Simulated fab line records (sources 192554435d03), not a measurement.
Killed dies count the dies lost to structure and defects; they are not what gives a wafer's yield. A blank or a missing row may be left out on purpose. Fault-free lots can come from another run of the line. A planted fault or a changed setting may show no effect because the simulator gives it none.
fab line records + flow n5-finfet
record
- lots=6
- wafers=18
- last-day=18
route steps=1938 shown BEOL_M4@1074 PASSIVATION@1936
lots with no fault: from the same line, run without faults
start-h: hours from the record's opening day to when the first of the lot's shown wafers began + wait-h: hours since the lot's step before + " repeats the value in the row above + L1.1+2: one row covering several wafers at once + - no value, or no start was given + * or withheld: withheld + < > ~ a bound
route shown NAME@n: a module of which the file shows steps, and the number in the route of the first + usual: average and standard deviation across the fault-free wafers + same: alike in all rows + chamber/n: place in a boat + sites: the reading at each site + _std_site: their standard deviation + _edge_site: mean of outer sites minus mean of inner sites + radius-mm: how far each site lies from the wafer's centre + mask NAME#n: copy n + behind: the last tool/chamber to shape the wafer + hold: why the lot went on hold/how many hours it stayed there/how the hold came to an end + device: names the non-switching transistor (n, p or np) + end of line: tests run on the same wafers once the route is complete + step lacking rows: just its recipe + killed: at the first sort, the dies lost to defects and structure; wafer yield is something else + map: dies across one wafer; x = killed, . = not, _ = none there
set.NAME: setting as actually run; set.NAME@STEP: the setting as run at that earlier step + model.NAME: the simulator's own value behind a step, which no gauge read
lots seen at some steps along the route; tables by step, rows by wafer
services: a tool's chamber out of use, with start hour (start-h, from the record's first day; less than 0 if before it), hours out, and reason
## steps
# step N5_BEOL_M4_HM_STRIP_39
# recipe
- chemistry=peroxide-tin-strip
- material=TiN
- target-depth-a=250
- temp-c=50
- time-s=158
# step N5_BEOL_M4_SRD_40
# recipe
- time-s=30
- temp-c=23
- rinse-liquid=diw
- dry=ipa-marangoni
# step N5_BEOL_M4_PRECLEAN_42
# recipe
- chemistry=residue-remover
- time-s=60
- temp-c=40
# step N5_BEOL_M4_SRD_43
# recipe
- time-s=30
- temp-c=23
- rinse-liquid=diw
- dry=ipa-marangoni
# step N5_BEOL_M4_CD_MEAS_35
# recipe
- target-cd-nm=18
- target-cd-y-nm=22.4
- polarity=opening
# usual
- cd-nm=18.0/0.38
| lot.wafer | tool      | chamber | start-h | wait-h | cd-nm |
|-----------|-----------|---------|---------|--------|-------|
| L256.3    | cd-sem-02 | -       | 217.22  | 0.0    | 17.9  |
| L256.4    | "         | -       | "       | "      | 17.5  |
| L256.5    | "         | -       | "       | "      | 17.8  |
| L257.2    | cd-sem-01 | -       | 226.72  | 0.0    | 18.0  |
| L257.5    | "         | -       | "       | "      | 17.4  |
| L257.6    | "         | -       | "       | "      | 17.2  |
| L259.1    | cd-sem-03 | -       | 230.03  | 0.0    | 17.7  |
| L259.2    | "         | -       | "       | "      | 17.4  |
| L259.4    | "         | -       | "       | "      | 17.8  |
| L268.4    | cd-sem-01 | -       | 303.76  | 0.0    | 18.3  |
| L268.5    | "         | -       | "       | "      | 17.0  |
| L268.6    | "         | -       | "       | "      | 17.5  |
| L270.1    | cd-sem-01 | -       | 313.24  | 0.0    | 18.0  |
| L270.2    | "         | -       | "       | "      | 18.2  |
| L270.5    | "         | -       | "       | "      | 18.4  |
| L272.2    | cd-sem-01 | -       | 323.30  | 0.0    | 18.3  |
| L272.4    | "         | -       | "       | "      | 17.5  |
| L272.5    | "         | -       | "       | "      | 17.8  |
# step N5_BEOL_M4_DEGAS_44
# recipe
- ambient=vacuum
- temp-c=250
- time-s=60
# usual
- heater-power-w=356/49
| lot.wafer | tool           | chamber | start-h | wait-h | heater-power-w |
|-----------|----------------|---------|---------|--------|----------------|
| L256.3    | pvd-sputter-01 | -       | 218.07  | 0.8    | 296            |
| L256.4    | "              | -       | "       | "      | 294            |
| L256.5    | "              | -       | "       | "      | 300            |
| L257.2    | pvd-sputter-01 | -       | 227.02  | 0.3    | 348            |
| L257.5    | "              | -       | "       | "      | 383            |
| L257.6    | "              | -       | "       | "      | 349            |
| L259.1    | pvd-sputter-01 | -       | 230.56  | 0.5    | 306            |
| L259.2    | "              | -       | "       | "      | 346            |
| L259.4    | "              | -       | "       | "      | 386            |
| L268.4    | pvd-sputter-02 | -       | 304.25  | 0.5    | 433            |
| L268.5    | "              | -       | "       | "      | 307            |
| L268.6    | "              | -       | "       | "      | 362            |
| L270.1    | pvd-sputter-01 | -       | 313.47  | 0.2    | 339            |
| L270.2    | "              | -       | "       | "      | 290            |
| L270.5    | "              | -       | "       | "      | 294            |
| L272.2    | pvd-sputter-02 | -       | 323.34  | 0.0    | 353            |
| L272.4    | "              | -       | "       | "      | 361            |
| L272.5    | "              | -       | "       | "      | 446            |
# step N5_BEOL_M4_PRE_CLEAN_45
# recipe
- gas=H2/He
- time-s=30
- temp-c=250
# step N5_BEOL_M4_ALD_84
# recipe
- material=TaN
- target-thk-a=*
- temp-c=275
- ald-precursor-family=PDMAT
- ald-co-reactant=NH3
- pressure-torr=3
- carrier-flow-sccm=1500
- pulse-time-s=2
- purge-time-s=3
- co-reactant-purge-time-s=2
- co-reactant-pulse-time-s=3
- ald-cycles=30
- precursor-vessel-temp-c=75
- precursor-vessel-pressure-torr=26.25
- precursor-vessel-carrier-sccm=1000
# usual
- heater-power-outer-w=218/8.9
- heater-power-w=397/15
- precursor-vessel-carrier-sccm=1000/3.4
| lot.wafer | tool         | chamber | start-h | wait-h | heater-power-outer-w | heater-power-w | precursor-vessel-carrier-sccm |
|-----------|--------------|---------|---------|--------|----------------------|----------------|-------------------------------|
| L256.3    | ald-metal-04 | 3       | 218.21  | 0.1    | 236                  | 412            | 1001                          |
| L256.4    | "            | 1       | "       | "      | 214                  | 373            | 997                           |
| L256.5    | "            | 3       | "       | "      | 236                  | 427            | 999                           |
| L257.2    | ald-metal-04 | 2       | 227.16  | 0.1    | 222                  | 387            | 997                           |
| L257.5    | "            | 2       | "       | "      | 234                  | 391            | 998                           |
| L257.6    | "            | 3       | "       | "      | 232                  | 440            | 1003                          |
| L259.1    | ald-metal-04 | 2       | 230.89  | 0.3    | 230                  | 396            | 1003                          |
| L259.2    | "            | 1       | "       | "      | 219                  | 388            | 1003                          |
| L259.4    | "            | 0       | "       | "      | 217                  | 415            | 1001                          |
| L268.4    | ald-metal-03 | 3       | 304.55  | 0.2    | 211                  | 380            | 1006                          |
| L268.5    | "            | 1       | "       | "      | 210                  | 382            | 996                           |
| L268.6    | "            | 2       | "       | "      | 216                  | 409            | 997                           |
| L270.1    | ald-metal-04 | 2       | 313.71  | 0.2    | 228                  | 392            | 1004                          |
| L270.2    | "            | 0       | "       | "      | 227                  | 416            | 994                           |
| L270.5    | "            | 0       | "       | "      | 222                  | 417            | 991                           |
| L272.2    | ald-metal-03 | 0       | 323.46  | 0.1    | 227                  | 409            | 1003                          |
| L272.4    | "            | 3       | "       | "      | 208                  | 379            | 998                           |
| L272.5    | "            | 0       | "       | "      | 233                  | 410            | 1002                          |
# step N5_BEOL_M4_SURFACE_TREAT_85
# recipe
- gas=Ar
- time-s=*
- ion-energy-ev=*
- ion-current-ma-cm2=0.5
- pressure-mtorr=*
- ar-flow-sccm=30
# usual
- throttle-valve-pct=*
| lot.wafer | tool           | chamber | start-h | wait-h | throttle-valve-pct |
|-----------|----------------|---------|---------|--------|--------------------|
| L256.3    | pvd-sputter-01 | -       | 218.51  | 0.2    | *                  |
| L256.4    | "              | -       | "       | "      | *                  |
| L256.5    | "              | -       | "       | "      | *                  |
| L257.2    | pvd-sputter-01 | -       | 227.58  | 0.3    | *                  |
| L257.5    | "              | -       | "       | "      | *                  |
| L257.6    | "              | -       | "       | "      | *                  |
| L259.1    | pvd-sputter-01 | -       | 231.16  | 0.2    | *                  |
| L259.2    | "              | -       | "       | "      | *                  |
| L259.4    | "              | -       | "       | "      | *                  |
| L268.4    | pvd-sputter-01 | -       | 305.01  | 0.4    | *                  |
| L268.5    | "              | -       | "       | "      | *                  |
| L268.6    | "              | -       | "       | "      | *                  |
| L270.1    | pvd-sputter-02 | -       | 314.00  | 0.2    | *                  |
| L270.2    | "              | -       | "       | "      | *                  |
| L270.5    | "              | -       | "       | "      | *                  |
| L272.2    | pvd-sputter-03 | -       | 323.69  | 0.1    | *                  |
| L272.4    | "              | -       | "       | "      | *                  |
| L272.5    | "              | -       | "       | "      | *                  |
# step N5_BEOL_M4_CVD_47
# recipe
- material=Co
- target-thk-a=30
- temp-c=withheld
- precursor=CCTBA/H2
- pressure-torr=30
- time-s=223.8
# step N5_BEOL_M4_SPUTTER_48
# recipe
- material=Cu
- target-thk-a=45
- temp-c=-20
- chamber-pressure-pa=0.07
- power-w=withheld
- time-s=8.29
# usual
- chamber-pressure-pa=0.07003/0.00015
- chuck-gas-flow-sccm=1.26/0.052
- throttle-valve-pct=30.1/1
| lot.wafer | tool           | chamber | start-h | wait-h | chamber-pressure-pa | chuck-gas-flow-sccm | throttle-valve-pct |
|-----------|----------------|---------|---------|--------|---------------------|---------------------|--------------------|
| L256.3    | pvd-sputter-01 | -       | 218.73  | 0.1    | 0.07018             | 1.34                | 29.3               |
| L256.4    | "              | -       | "       | "      | 0.07006             | 1.32                | 29.6               |
| L256.5    | "              | -       | "       | "      | 0.06993             | 1.25                | 29.9               |
| L257.2    | pvd-sputter-01 | -       | 228.10  | 0.4    | 0.07006             | 1.20                | 28.8               |
| L257.5    | "              | -       | "       | "      | 0.06988             | 1.27                | 29.8               |
| L257.6    | "              | -       | "       | "      | 0.07                | 1.29                | 28.8               |
| L259.1    | pvd-sputter-01 | -       | 231.46  | 0.2    | 0.07004             | 1.38                | 29.7               |
| L259.2    | "              | -       | "       | "      | 0.06984             | 1.25                | 29.6               |
| L259.4    | "              | -       | "       | "      | 0.06986             | 1.33                | 31.5               |
| L268.4    | pvd-sputter-03 | -       | 306.29  | 0.8    | 0.07016             | 1.33                | 32.3               |
| L268.5    | "              | -       | "       | "      | 0.06994             | 1.26                | 31.9               |
| L268.6    | "              | -       | "       | "      | 0.06979             | 1.17                | 29.8               |
| L270.1    | pvd-sputter-03 | -       | 316.02  | 1.6    | 0.07                | 1.28                | 29.6               |
| L270.2    | "              | -       | "       | "      | 0.06987             | 1.23                | 32.1               |
| L270.5    | "              | -       | "       | "      | 0.07025             | 1.29                | 29.5               |
| L272.2    | pvd-sputter-01 | -       | 325.63  | 1.6    | 0.07004             | 1.28                | 31.1               |
| L272.4    | "              | -       | "       | "      | 0.07026             | 1.23                | 28.8               |
| L272.5    | "              | -       | "       | "      | 0.07008             | 1.34                | 31.4               |
# step N5_BEOL_M4_ANNEAL_49
# recipe
- temp-c=400
- time-s=240
- ambient=vacuum
# usual
- heater-power-w=910/130
| lot.wafer | tool           | chamber | start-h | wait-h | heater-power-w |
|-----------|----------------|---------|---------|--------|----------------|
| L256.3    | pvd-sputter-01 | -       | 218.81  | 0.0    | 965            |
| L256.4    | "              | -       | "       | "      | 754            |
| L256.5    | "              | -       | "       | "      | 747            |
| L257.2    | pvd-sputter-01 | -       | 228.18  | 0.0    | 726            |
| L257.5    | "              | -       | "       | "      | 749            |
| L257.6    | "              | -       | "       | "      | 749            |
| L259.1    | pvd-sputter-01 | -       | 231.54  | 0.0    | 947            |
| L259.2    | "              | -       | "       | "      | 750            |
| L259.4    | "              | -       | "       | "      | 869            |
| L268.4    | pvd-sputter-03 | -       | 306.37  | 0.0    | 912            |
| L268.5    | "              | -       | "       | "      | 897            |
| L268.6    | "              | -       | "       | "      | 1119           |
| L270.1    | pvd-sputter-03 | -       | 316.10  | 0.0    | 1114           |
| L270.2    | "              | -       | "       | "      | 892            |
| L270.5    | "              | -       | "       | "      | 1123           |
| L272.2    | pvd-sputter-01 | -       | 325.71  | 0.0    | 872            |
| L272.4    | "              | -       | "       | "      | 727            |
| L272.5    | "              | -       | "       | "      | 860            |
# step N5_BEOL_M4_SPUTTER_79
# recipe
- material=Cu
- target-thk-a=45
- temp-c=-20
- chamber-pressure-pa=0.07
- power-w=withheld
- time-s=8.29
# usual
- chamber-pressure-pa=0.07002/0.00014
- chuck-gas-flow-sccm=1.26/0.053
- throttle-valve-pct=30.1/1
| lot.wafer | tool           | chamber | start-h | wait-h | chamber-pressure-pa | chuck-gas-flow-sccm | throttle-valve-pct |
|-----------|----------------|---------|---------|--------|---------------------|---------------------|--------------------|
| L256.3    | pvd-sputter-01 | -       | 218.95  | 0.1    | 0.07005             | 1.27                | 29.8               |
| L256.4    | "              | -       | "       | "      | 0.0698              | 1.22                | 30.0               |
| L256.5    | "              | -       | "       | "      | 0.06988             | 1.22                | 29.9               |
| L257.2    | pvd-sputter-01 | -       | 228.32  | 0.1    | 0.07001             | 1.30                | 28.8               |
| L257.5    | "              | -       | "       | "      | 0.07507             | 1.36                | 29.0               |
| L257.6    | "              | -       | "       | "      | 0.06999             | 1.27                | 28.8               |
| L259.1    | pvd-sputter-01 | -       | 231.68  | 0.1    | 0.06975             | 1.27                | 29.6               |
| L259.2    | "              | -       | "       | "      | 0.07512             | 1.15                | 28.5               |
| L259.4    | "              | -       | "       | "      | 0.07017             | 1.28                | 31.2               |
| L268.4    | pvd-sputter-03 | -       | 306.51  | 0.1    | 0.06982             | 1.33                | 32.1               |
| L268.5    | "              | -       | "       | "      | 0.06973             | 1.22                | 32.0               |
| L268.6    | "              | -       | "       | "      | 0.07012             | 1.21                | 29.9               |
| L270.1    | pvd-sputter-03 | -       | 316.24  | 0.1    | 0.07016             | 1.25                | 29.7               |
| L270.2    | "              | -       | "       | "      | 0.07                | 1.33                | 31.9               |
| L270.5    | "              | -       | "       | "      | 0.0703              | 1.14                | 29.8               |
| L272.2    | pvd-sputter-01 | -       | 325.85  | 0.1    | 0.07                | 1.30                | 31.3               |
| L272.4    | "              | -       | "       | "      | 0.07003             | 1.18                | 28.7               |
| L272.5    | "              | -       | "       | "      | 0.06981             | 1.27                | 31.2               |
# step N5_BEOL_M4_ANNEAL_80
# recipe
- temp-c=400
- time-s=240
- ambient=vacuum
# step N5_BEOL_M4_RC_MEAS_101
# usual
- DIBL_N=36.1/1.9
- DIBL_P=36.4/2.5
- IOFF_N=0.16/0.036
- IOFF_P=0.22/0.038
- ION_N=672/11
- ION_P=462/8
- SS_N=71.6/0.68
- SS_P=73.3/0.77
- VT_N=250/3.3
- VT_P=-250/3.6
| lot.wafer | tool      | chamber | start-h | wait-h | DIBL_N[mV/V] | DIBL_P[mV/V] | IOFF_N[nA/um] | IOFF_P[nA/um] | ION_N[uA/um] | ION_P[uA/um] | SS_N[mV/dec] | SS_P[mV/dec] | VT_N[mV] | VT_P[mV] |
|-----------|-----------|---------|---------|--------|--------------|--------------|---------------|---------------|--------------|--------------|--------------|--------------|----------|----------|
| L256.3    | prober-01 | 0       | 222.36  | 0.3    | 35.8         | 34.8         | 0.14          | 0.20          | 657          | 450          | 72.4         | 73.0         | 250      | -251     |
| L256.4    | "         | 0       | "       | "      | 40.9         | 41.2         | 0.27          | 0.32          | 696          | 469          | 73.0         | 74.5         | 241      | -245     |
| L256.5    | "         | 0       | "       | "      | 38.6         | 39.2         | 0.21          | 0.27          | 684          | 467          | 72.6         | 74.2         | 244      | -248     |
| L257.2    | prober-02 | 0       | 231.25  | 0.2    | 35.3         | 34.9         | 0.14          | 0.20          | 672          | 461          | 71.5         | 73.0         | 247      | -250     |
| L257.5    | "         | 0       | "       | "      | 36.7         | 36.0         | 0.15          | 0.21          | 671          | 461          | 71.4         | 72.3         | 250      | -250     |
| L257.6    | "         | 0       | "       | "      | 34.6         | 33.7         | 0.13          | 0.19          | 670          | 456          | 70.9         | 72.2         | 250      | -250     |
| L259.1    | prober-01 | 0       | 234.59  | 0.0    | 35.3         | 35.2         | 0.14          | 0.17          | 669          | 453          | 71.2         | 74.3         | 252      | -256     |
| L259.2    | "         | 0       | "       | "      | 34.6         | 34.7         | 0.13          | 0.16          | 651          | 443          | 71.3         | 73.5         | 254      | -258     |
| L259.4    | "         | 0       | "       | "      | 34.9         | 35.2         | 0.14          | 0.17          | 654          | 449          | 70.7         | 73.2         | 254      | -256     |
| L268.4    | prober-02 | 0       | 309.61  | 0.5    | 37.3         | 38.4         | 0.18          | 0.23          | 683          | 465          | 71.8         | 74.0         | 247      | -251     |
| L268.5    | "         | 0       | "       | "      | 37.1         | 37.7         | 0.17          | 0.22          | 688          | 466          | 71.6         | 73.1         | 247      | -250     |
| L268.6    | "         | 0       | "       | "      | 38.2         | 39.6         | 0.20          | 0.26          | 690          | 465          | 72.0         | 74.2         | 247      | -248     |
| L270.1    | prober-02 | 0       | 318.90  | 0.0    | 33.6         | 31.9         | 0.10          | 0.16          | 658          | 452          | 70.8         | 72.6         | 258      | -251     |
| L270.2    | "         | 0       | "       | "      | 32.7         | 30.5         | 0.10          | 0.15          | 667          | 464          | 70.1         | 71.8         | 254      | -253     |
| L270.5    | "         | 0       | "       | "      | 34.7         | 33.0         | 0.12          | 0.18          | 683          | 468          | 70.7         | 72.7         | 251      | -253     |
| L272.2    | prober-01 | 0       | 328.78  | 0.2    | 38.0         | 38.6         | 0.17          | 0.20          | 676          | 460          | 71.4         | 73.6         | 248      | -253     |
| L272.4    | "         | 0       | "       | "      | 36.5         | 35.6         | 0.14          | 0.16          | 666          | 445          | 71.5         | 72.8         | 254      | -256     |
| L272.5    | "         | 0       | "       | "      | 36.4         | 35.6         | 0.14          | 0.17          | 661          | 453          | 71.3         | 72.4         | 253      | -256     |
# step N5_PASSIVATION_PROBE_49
# usual
- defect-limited-yield=91.2/1.4
- killed_at_M0_to_M3=34/11
- killed_at_M4_up=14/6.3
- killed-at-contacts=13/7.4
- killed-at-front-end=38/11
- killed-at-other=4.3/2.9
- killed-dies=103/17
- killed-open=68/12
- killed-short=34/8
- sort_bin_4_leakage=0.00/0.027
- sort_bin_5_function=5.1/0.9
- sort_bin_6_memory=3.3/0.66
- sort-n-pass=1077/17
- sort-yield-pct=91.2/1.4
# same
- gross-dies=1180
- killed-at-back-side=0
- sort_bin_8_speed[%]=0
| lot.wafer | tool      | chamber | start-h | wait-h | defect-limited-yield[%] | killed_at_M0_to_M3 | killed_at_M4_up | killed-at-contacts | killed-at-front-end | killed-at-other | killed-dies | killed-open | killed-short | sort_bin_4_leakage[%] | sort_bin_5_function[%] | sort_bin_6_memory[%] | sort-n-pass | sort-yield-pct[%] |
|-----------|-----------|---------|---------|--------|-------------------------|--------------------|-----------------|--------------------|---------------------|-----------------|-------------|-------------|--------------|-----------------------|------------------------|----------------------|-------------|-------------------|
| L256.3    | prober-02 | -       | 332.87  | 0.1    | 89.8                    | 43                 | 13              | 10                 | 51                  | 3               | 120         | 84          | 36           | 0                     | 6.2                    | 3.5                  | 1060        | 89.8              |
| L256.4    | prober-02 | -       | 332.92  | 0.2    | 89.7                    | 26                 | 25              | 20                 | 49                  | 2               | 122         | 88          | 34           | 0.08                  | 5.8                    | 4.2                  | 1057        | 89.6              |
| L256.5    | prober-02 | -       | 332.97  | 0.2    | 90.3                    | 32                 | 11              | 10                 | 59                  | 2               | 114         | 75          | 39           | 0                     | 5.3                    | 4.1                  | 1066        | 90.3              |
| L257.2    | prober-02 | -       | 334.53  | 0.1    | 90.9                    | 29                 | 17              | 15                 | 39                  | 7               | 107         | 66          | 41           | 0                     | 5.3                    | 3.1                  | 1073        | 90.9              |
| L257.5    | prober-02 | -       | 334.68  | 0.2    | 89.7                    | 31                 | 14              | 10                 | 60                  | 6               | 121         | 80          | 41           | 0                     | 6.9                    | 3.0                  | 1059        | 89.7              |
| L257.6    | prober-02 | -       | 334.73  | 0.3    | 91.1                    | 28                 | 8               | 11                 | 48                  | 10              | 105         | 73          | 31           | 0                     | 5.7                    | 2.8                  | 1075        | 91.1              |
| L259.1    | prober-01 | -       | 337.73  | 0.0    | 91.3                    | 38                 | 5               | 15                 | 45                  | 0               | 103         | 80          | 23           | 0                     | 5.4                    | 3.2                  | 1077        | 91.3              |
| L259.2    | prober-01 | -       | 337.78  | 0.1    | 91.1                    | 50                 | 10              | 12                 | 31                  | 2               | 105         | 64          | 40           | 0                     | 4.9                    | 3.8                  | 1075        | 91.1              |
| L259.4    | prober-01 | -       | 337.88  | 0.2    | 89.2                    | 64                 | 12              | 6                  | 43                  | 3               | 128         | 80          | 47           | 0                     | 7.4                    | 2.8                  | 1052        | 89.2              |
| L268.4    | prober-01 | -       | 424.56  | 0.2    | 92.2                    | 25                 | 22              | 11                 | 31                  | 3               | 92          | 62          | 29           | 0                     | 4.6                    | 2.8                  | 1088        | 92.2              |
| L268.5    | prober-01 | -       | 424.61  | 0.2    | 91.4                    | 17                 | 39              | 7                  | 35                  | 4               | 102         | 74          | 26           | 0                     | 5.7                    | 2.7                  | 1078        | 91.4              |
| L268.6    | prober-01 | -       | 424.66  | 0.3    | 91.4                    | 31                 | 21              | 7                  | 38                  | 4               | 101         | 69          | 25           | 0                     | 5.3                    | 2.5                  | 1079        | 91.4              |
| L270.1    | prober-02 | -       | 430.45  | 0.0    | 91.5                    | 42                 | 4               | 7                  | 45                  | 2               | 100         | 65          | 35           | 0                     | 5.0                    | 3.2                  | 1080        | 91.5              |
| L270.2    | prober-02 | -       | 430.50  | 0.1    | 87.9                    | 70                 | 30              | 16                 | 26                  | 1               | 143         | 90          | 53           | 0                     | 7.3                    | 4.7                  | 1037        | 87.9              |
| L270.5    | prober-02 | -       | 430.65  | 0.2    | 90.8                    | 55                 | 13              | 7                  | 29                  | 4               | 108         | 68          | 40           | 0                     | 5.4                    | 3.2                  | 1072        | 90.8              |
| L272.2    | prober-01 | -       | 439.99  | 0.1    | 90.8                    | 39                 | 13              | 11                 | 41                  | 5               | 109         | 68          | 38           | 0                     | 5.3                    | 3.3                  | 1071        | 90.8              |
| L272.4    | prober-01 | -       | 440.09  | 0.2    | 93.0                    | 22                 | 15              | 8                  | 33                  | 5               | 83          | 49          | 33           | 0                     | 3.9                    | 2.8                  | 1097        | 93.0              |
| L272.5    | prober-01 | -       | 440.14  | 0.2    | 91.7                    | 30                 | 12              | 7                  | 42                  | 7               | 98          | 59          | 39           | 0                     | 5.3                    | 2.9                  | 1082        | 91.7              |
# killed by level:class
L256.3 STI_FIN_REVEAL:geometric-particle:open=15 BEOL_M3:geometric-particle:open=9 FIN_SAQP:geometric-particle:open=8 BEOL_M1:geometric-particle:open=7 BEOL_M0_SAQP:geometric-particle:short=6 BEOL_M0:geometric-particle:open=6 FIN_SAQP:geometric-particle:short=5 MOL_CONTACT_COAG:geometric-particle:short=5
L256.4 MOL_CONTACT_COAG:geometric-particle:open=18 STI_FIN_REVEAL:geometric-particle:open=12 FIN_SAQP:geometric-particle:open=10 BEOL_M1:geometric-particle:open=9 GATE_CUT:geometric-particle:short=8 BEOL_M4:geometric-particle:open=7 BEOL_M5:geometric-particle:open=5 BEOL_M0_SAQP:geometric-particle:open=5
L256.5 FIN_SAQP:geometric-particle:open=13 STI_FIN_REVEAL:geometric-particle:open=13 MOL_CONTACT_COAG:geometric-particle:open=9 BEOL_M0_SAQP:geometric-particle:short=9 ILD0:geometric-particle:short=8 FIN_SAQP:geometric-particle:short=7 BEOL_M0_SAQP:geometric-particle:open=7 BEOL_M3:geometric-particle:open=6
L257.2 MOL_CONTACT_COAG:geometric-particle:open=12 FIN_SAQP:geometric-particle:short=10 BEOL_M4:geometric-particle:open=9 BEOL_M1:geometric-particle:open=8 FIN_SAQP:geometric-particle:open=7 STI_FIN_REVEAL:geometric-particle:open=5 BEOL_M3:geometric-particle:open=5 DUMMY_GATE:geometric-particle:short=4
L257.5 FIN_SAQP:geometric-particle:open=16 STI_FIN_REVEAL:geometric-particle:open=15 BEOL_M2:geometric-particle:open=7 ILD0:geometric-particle:short=7 BEOL_M1:geometric-particle:open=7 BEOL_M4:geometric-particle:open=7 GATE_CUT:geometric-particle:short=6 MOL_CONTACT_COAG:geometric-particle:short=6
L257.6 FIN_SAQP:geometric-particle:open=16 BEOL_M3:geometric-particle:open=11 MOL_CONTACT_COAG:geometric-particle:open=10 FIN_SAQP:geometric-particle:short=8 BEOL_M1:geometric-particle:open=6 ILD0:geometric-particle:short=5 ILD0:geometric-particle:open=5 BEOL_M0_SAQP:geometric-particle:open=5
L259.1 FIN_SAQP:geometric-particle:open=15 MOL_CONTACT_COAG:geometric-particle:open=12 BEOL_M3:geometric-particle:open=11 BEOL_M0_SAQP:geometric-particle:open=9 BEOL_M1:geometric-particle:open=8 STI_FIN_REVEAL:geometric-particle:open=7 GATE_CUT:geometric-particle:short=6 BEOL_M0_SAQP:geometric-particle:short=5
L259.2 BEOL_M0_SAQP:geometric-particle:short=10 BEOL_M0_SAQP:geometric-particle:open=10 BEOL_M1:geometric-particle:open=9 MOL_CONTACT_COAG:geometric-particle:open=8 BEOL_M1:geometric-particle:short=7 BEOL_M3:geometric-particle:open=7 FIN_SAQP:geometric-particle:open=5 STI_FIN_REVEAL:geometric-particle:open=5
L259.4 BEOL_M0_SAQP:geometric-particle:short=17 BEOL_M0_SAQP:geometric-particle:open=13 STI_FIN_REVEAL:geometric-particle:open=12 BEOL_M4:geometric-particle:open=11 BEOL_M1:geometric-particle:open=8 BEOL_M3:geometric-particle:open=8 BEOL_M1:geometric-particle:short=7 GATE_CUT:geometric-particle:short=6
L268.4 BEOL_M4:geometric-particle:open=12 MOL_CONTACT_COAG:geometric-particle:open=11 FIN_SAQP:geometric-particle:short=7 BEOL_M2:geometric-particle:open=7 FIN_SAQP:geometric-particle:open=6 DUMMY_GATE:geometric-particle:open=4 BEOL_M0_SAQP:geometric-particle:open=4 BEOL_M2:geometric-particle:short=4
L268.5 BEOL_M4:geometric-particle:open=24 MOL_CONTACT_COAG:geometric-particle:open=7 FIN_SAQP:geometric-particle:short=6 STI_FIN_REVEAL:geometric-particle:open=6 BEOL_M2:geometric-particle:open=6 FIN_SAQP:geometric-particle:open=5 DUMMY_GATE:geometric-particle:open=4 BEOL_M0_SAQP:geometric-particle:short=4
L268.6 BEOL_M4:geometric-particle:open=13 BEOL_M3:geometric-particle:open=13 FIN_SAQP:geometric-particle:open=8 BEOL_M2:geometric-particle:open=6 BEOL_M3:geometric-particle:short=5 STI_FIN_REVEAL:geometric-particle:open=4 DUMMY_GATE:geometric-particle:open=4 MOL_CONTACT_COAG:geometric-particle:open=4
L270.1 FIN_SAQP:geometric-particle:open=12 BEOL_M3:geometric-particle:open=10 BEOL_M0_SAQP:geometric-particle:open=9 BEOL_M0_SAQP:geometric-particle:short=8 FIN_SAQP:geometric-particle:short=7 STI_FIN_REVEAL:geometric-particle:open=7 MOL_CONTACT_COAG:geometric-particle:open=6 BEOL_M2:geometric-particle:open=6
L270.2 BEOL_M0_SAQP:geometric-particle:short=26 BEOL_M4:geometric-particle:open=23 BEOL_M0_SAQP:geometric-particle:open=19 BEOL_M2:geometric-particle:open=13 MOL_CONTACT_COAG:geometric-particle:open=12 FIN_SAQP:geometric-particle:short=7 FIN_SAQP:geometric-particle:open=7 MOL_CONTACT_COAG:geometric-particle:short=4
L270.5 BEOL_M2:geometric-particle:open=15 STI_FIN_REVEAL:geometric-particle:open=11 BEOL_M0_SAQP:geometric-particle:short=11 BEOL_M1:geometric-particle:open=8 BEOL_M0_SAQP:geometric-particle:open=7 BEOL_M4:geometric-particle:open=6 BEOL_M2:geometric-particle:short=5 MOL_CONTACT_COAG:geometric-particle:open=4
L272.2 BEOL_M0_SAQP:geometric-particle:open=10 STI_FIN_REVEAL:geometric-particle:open=9 BEOL_M0_SAQP:geometric-particle:short=8 FIN_SAQP:geometric-particle:short=7 MOL_CONTACT_COAG:geometric-particle:open=7 BEOL_M4:geometric-particle:open=7 BEOL_M2:geometric-particle:short=7 DUMMY_GATE:geometric-particle:open=5
L272.4 FIN_SAQP:geometric-particle:short=9 STI_FIN_REVEAL:geometric-particle:open=8 BEOL_M0_SAQP:geometric-particle:open=8 BEOL_M0_SAQP:geometric-particle:short=6 MOL_CONTACT_COAG:geometric-particle:open=5 BEOL_M3:geometric-particle:open=5 STARTING-WAFER:geometric-particle:short=4 BEOL_M4:geometric-particle:open=4
L272.5 STI_FIN_REVEAL:geometric-particle:open=12 BEOL_M0_SAQP:geometric-particle:open=10 FIN_SAQP:geometric-particle:short=7 BEOL_M2:geometric-particle:short=7 STI_FIN_REVEAL:geometric-particle:short=6 MOL_CONTACT_COAG:geometric-particle:open=6 FIN_SAQP:geometric-particle:open=5 BEOL_M3:geometric-particle:open=5
## services
| tool           | chamber | start-h | hours | kind   |
|----------------|---------|---------|-------|--------|
| pvd-sputter-02 | -       | 227.10  | 2.2   | repair |
| pvd-sputter-01 | -       | 259.00  | 8.8   | repair |
| ald-metal-03   | -       | 280.11  | 2.8   | pm     |
| ald-metal-04   | 3       | 286.38  | 24.5  | repair |
| ald-metal-04   | 1       | 293.91  | 1.8   | repair |
| ald-metal-03   | 2       | 310.80  | 16.9  | repair |
| ald-metal-04   | 3       | 312.15  | 4.0   | repair |
## key
first-sign
- step=N5_BEOL_M4_SPUTTER_79
- reading=chamber-pressure-pa
- direction=up
- sigmas=35
- usual=0.07002
- struck=0.07509
effect none on later readings
met-at N5_BEOL_M4_SPUTTER_79
struck-wafers L257.5,L259.2
onset-between 218.95 228.32
fault
- kind=process-parameter-drift
- tool=pvd-sputter-01
- chamber=-
- onset-h=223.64
- steps=N5_BEOL_M4_SPUTTER_79
- channel=chamber-pressure-pa
- offset=0.0050809
- shape=step
- end-h=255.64
- acts-in=these-recipes-only
- stated=0.07
- scope=struck-wafers-only
